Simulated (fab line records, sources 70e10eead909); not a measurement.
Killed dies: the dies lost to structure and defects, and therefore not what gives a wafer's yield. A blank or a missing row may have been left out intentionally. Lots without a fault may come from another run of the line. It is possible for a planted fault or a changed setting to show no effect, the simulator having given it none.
Matching of chambers	flow nandHarc	NHARC_THIN_TSV_DEP_43 on pecvd-04 has 3 sister chambers
The step deposits SiO2, target thk 1328.5 nm. 6 wafers are shown with their chamber, then 9 later ones without.

## WAFERS, EACH WITH ITS CHAMBER
wafer	chamber	throttleValvePct (%)
L412.4	0	14.8
L422.5	2	15.5
L427.3	2	15.9
L428.1	1	16.1
L428.5	1	15.9
L428.6	0	15.0

## WAFERS WITH NO CHAMBER GIVEN
wafer	throttleValvePct (%)
L429.1	15.5
L429.2	16.1
L429.4	15.1
L430.1	16.0
L430.3	15.7
L430.4	15.0
L432.2	15.1
L432.4	15.6
L432.5	16.1

## EACH ONE'S CHAMBER
wafer	from the rows above	in truth
L429.1	can't be placed: 2 or 1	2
L429.2	can't be placed: 1 or 2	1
L429.4	0	0
L430.1	can't be placed: 1 or 2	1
L430.3	can't be placed: 2 or 1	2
L430.4	0	0
L432.2	0	0
L432.4	can't be placed: 2 or 1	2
L432.5	can't be placed: 1 or 2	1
Placed correctly: 3 of 9. Unplaceable from these rows: 6, with the true chamber sitting among the candidates in 6. Wrongly placed: 0.
How it was worked out, from the rows above alone: a wafer's distance from a chamber is the root of the sum, over the readings, of the square of ((its reading less the chamber's mean) divided by the reading's scatter). If the next closest chamber is less than 2 further off than the closest, the wafer can't be placed; otherwise it belongs to the closest. For every chamber, the mean is computed from those of its wafers that are shown. How the scatter is found: for the shown wafers, subtract from each reading the mean of its chamber, square and add these, divide the total by (wafers less chambers), then take the root.
